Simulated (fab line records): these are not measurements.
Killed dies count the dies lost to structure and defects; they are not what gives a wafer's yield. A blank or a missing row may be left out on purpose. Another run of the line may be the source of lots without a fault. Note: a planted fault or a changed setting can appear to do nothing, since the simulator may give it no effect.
The tool behind it: which one? ; flow n5_finfet ; 11 lots with 30 wafers sampled at 4 steps, on a route of 1938 steps

== WHAT EACH GAUGE READ, for each wafer ==
The record holds no reading of a measuring or inspecting step that can be judged against a usual standard deviation.

== TOOL THAT RAN EACH LOT (tool first, then ch and the chambers of the sampled wafers, then the start) ==
lot;N5_BEOL_M6_ETCH_66;N5_BEOL_M6_DEGAS_44;N5_BEOL_M6_CMP_52;N5_BEOL_M7_CURE_74
L444;rie_diel-01 ch 2,3, day 9 06:09;pvd_sputter-03, day 9 07:10;cmp-02 ch 0,2,3, day 9 08:40;uv_cure-02 ch 0, day 9 09:11
L445;rie_diel-04 ch 1,2, day 9 12:19;pvd_sputter-03, day 9 13:43;cmp-03 ch 0,2,3, day 9 15:04;uv_cure-03 ch 2, day 9 15:38
L447;rie_diel-04 ch 0,1,3, day 10 01:40;pvd_sputter-03, day 10 02:43;cmp-02 ch 1,2,3, day 10 03:59;uv_cure-02 ch 1, day 10 04:38
L448;rie_diel-04 ch 1,2,3, day 10 02:04;pvd_sputter-03, day 10 02:59;cmp-01 ch 0,1,2, day 10 04:17;uv_cure-02 ch 1, day 10 04:58
L450;rie_diel-04 ch 0,2,3, day 10 15:57;pvd_sputter-02, day 10 16:56;cmp-03 ch 0,1,2, day 10 18:12;uv_cure-01 ch 2, day 10 18:45
L452;rie_diel-04 ch 0,3, day 11 13:14;pvd_sputter-03, day 11 14:13;cmp-02 ch 0,2, day 11 15:34;uv_cure-02 ch 2, day 11 16:17
L453;rie_diel-02 ch 1,2, day 11 13:20;pvd_sputter-03, day 11 14:28;cmp-01 ch 0,3, day 11 15:53;uv_cure-01 ch 0, day 11 16:29
L456;rie_diel-01 ch 0,3, day 12 10:10;pvd_sputter-03, day 12 11:19;cmp-01 ch 0,3, day 12 13:14;uv_cure-03 ch 0, day 12 13:48
L457;rie_diel-02 ch 1,3, day 12 10:20;pvd_sputter-02, day 12 12:08;cmp-02 ch 0,3, day 12 13:35;uv_cure-02 ch 0, day 12 14:07
L465;rie_diel-04 ch 1,3, day 14 10:13;pvd_sputter-02, day 14 11:14;cmp-02 ch 2,3, day 14 13:02;uv_cure-03 ch 2, day 14 13:35
L460;rie_diel-01 ch 2, day 15 05:19;pvd_sputter-02, day 15 06:28;cmp-02 ch 2,3, day 15 09:43;uv_cure-03 ch 1, day 15 10:24
- N5_BEOL_M6_ETCH_66: etches SOC in N2/H2, target depth 80 nm, overetch 16 nm, time 120 s.
- N5_BEOL_M6_DEGAS_44: time 60 s.
- N5_BEOL_M6_CMP_52: polishes, stops on SiCOH lowk, t overpolish 6.9 s, target thk 80 nm.
- N5_BEOL_M7_CURE_74: cures SiCOH lowk, time 240 s.

== WHAT THE TOOLS THEMSELVES READ (means of the sampled wafers that have a number; where no wafer has one, the mark that the record gives instead) ==
N5_BEOL_M6_ETCH_66. Usual: chamber_pressure_mTorr 30.00 mTorr, standard deviation 0.031; drypump_motor_current_A 5.8 A, standard deviation 0.42; oes_product_au 0.60 a.u., standard deviation 0.065; rf_vpp_V 523.9 V, standard deviation 1.6; showerhead_plenum_p_Torr 2.54 Torr, standard deviation 0.051; throttle_valve_pct 17.81 %, standard deviation 0.21.
lot;tool;chamber_pressure_mTorr (mTorr);drypump_motor_current_A (A);oes_product_au (a.u.);rf_vpp_V (V);showerhead_plenum_p_Torr (Torr);throttle_valve_pct (%);flag
L444;rie_diel-01;30.02;6.3;0.56;524.2;2.55;17.99;
L445;rie_diel-04;30.03;5.9;0.60;525.0;2.56;17.71;
L447;rie_diel-04;29.98;5.5;0.64;523.8;2.56;17.82;
L448;rie_diel-04;30.00;5.7;0.65;524.6;2.57;17.73;
L450;rie_diel-04;29.98;5.6;0.61;524.2;2.55;17.69;
L452;rie_diel-04;30.02;5.4;0.63;523.9;2.55;17.76;
L453;rie_diel-02;29.99;6.1;0.57;524.5;2.55;17.93;
L456;rie_diel-01;30.03;6.4;0.69;524.2;2.53;17.66;
L457;rie_diel-02;30.03;5.6;0.56;523.2;2.51;17.77;
L465;rie_diel-04;30.02;5.5;0.64;523.5;2.56;17.88;
L460;rie_diel-01;30.01;5.6;0.56;521.1;2.44;18.13;

N5_BEOL_M6_DEGAS_44. Usual: heater_power_w at 323 W, with a standard deviation of 36.
lot;tool;heater_power_w (W);flag
L444;pvd_sputter-03;311;
L445;pvd_sputter-03;315;
L447;pvd_sputter-03;305;
L448;pvd_sputter-03;313;
L450;pvd_sputter-02;344;
L452;pvd_sputter-03;317;
L453;pvd_sputter-03;313;
L456;pvd_sputter-03;326;
L457;pvd_sputter-02;304;
L465;pvd_sputter-02;302;
L460;pvd_sputter-02;357;

N5_BEOL_M6_CMP_52. Usual: barrier_field_endpoint_s 29.0 s, standard deviation 0.68; head_pressure_psi 0.9999 psi, standard deviation 0.0024; motor_current_A 6.1 A, standard deviation 0.53; overpolish_run_s 6.901 s, standard deviation 0.0092; slurry_filter_dp_kPa 13.51 kPa, standard deviation 0.14; slurry_flow_ml_min 150.0, standard deviation 0.5; time_to_endpoint_s 62 s, standard deviation 3.
lot;tool;barrier_field_endpoint_s (s);head_pressure_psi (psi);motor_current_A (A);overpolish_run_s (s);slurry_filter_dp_kPa (kPa);slurry_flow_ml_min;time_to_endpoint_s (s);flag
L444;cmp-02;29.0;0.9987;5.9;6.894;13.46;149.9;57;
L445;cmp-03;29.1;0.9997;5.6;6.907;13.57;150.1;62;
L447;cmp-02;28.9;0.9996;6.3;6.899;13.42;150.2;61;
L448;cmp-01;28.6;1.0008;6.3;6.900;13.47;150.7;64;
L450;cmp-03;29.2;0.9992;6.1;6.903;13.47;149.7;64;
L452;cmp-02;28.2;1.0007;5.8;6.902;13.44;149.8;60;
L453;cmp-01;29.8;0.9999;6.4;6.902;13.52;149.7;64;
L456;cmp-01;29.6;0.9991;5.8;6.902;13.59;149.9;61;
L457;cmp-02;29.1;0.9984;5.9;6.902;13.60;149.9;62;
L465;cmp-02;21.7;1.0007;5.9;6.903;13.48;149.6;46;OFF
L460;cmp-02;23.0;1.0011;6.1;6.889;13.54;149.5;50;OFF

N5_BEOL_M7_CURE_74. Usual: lamp_power_pct 52.32 %, standard deviation 0.057; wafer_temp_C_max 386.5, standard deviation 0.49.
lot;tool;lamp_power_pct (%);wafer_temp_C_max;flag
L444;uv_cure-02;52.28;386.4;
L445;uv_cure-03;52.36;386.7;
L447;uv_cure-02;52.32;386.0;
L448;uv_cure-02;52.29;385.9;
L450;uv_cure-01;52.37;386.9;
L452;uv_cure-02;52.27;386.2;
L453;uv_cure-01;52.32;386.9;
L456;uv_cure-03;52.31;386.1;
L457;uv_cure-02;52.32;386.5;
L465;uv_cure-03;52.34;386.5;
L460;uv_cure-03;52.32;386.4;

== THE ANSWER, worked out from the rows above alone ==
Rule: a lot is off if the mean of its wafers that have a number lies more than 3 standard deviations from the usual mean. Also off: a lot with no number at a reading for which 4 or more lots have one. All remaining lots with rows at the step are treated as sound. After the gauges, taken in route order, come the tools' own readings; for these a lot's mean is taken, as printed above. At the first step where some lot is off, the reading lying furthest off is the one used; lots without a number count as furthest.
Off at N5_BEOL_M6_CMP_52 (barrier_field_endpoint_s): L465, L460.
A tool fits if, at that step or a process step before it, it ran every lot that is off, and no sound lot after the first of them. 2 tools fit, pvd_sputter-02 at N5_BEOL_M6_DEGAS_44 and cmp-02 at N5_BEOL_M6_CMP_52, so this cannot tell which one it is.

== WHAT WAS PUT IN BY THE SIMULATOR ==
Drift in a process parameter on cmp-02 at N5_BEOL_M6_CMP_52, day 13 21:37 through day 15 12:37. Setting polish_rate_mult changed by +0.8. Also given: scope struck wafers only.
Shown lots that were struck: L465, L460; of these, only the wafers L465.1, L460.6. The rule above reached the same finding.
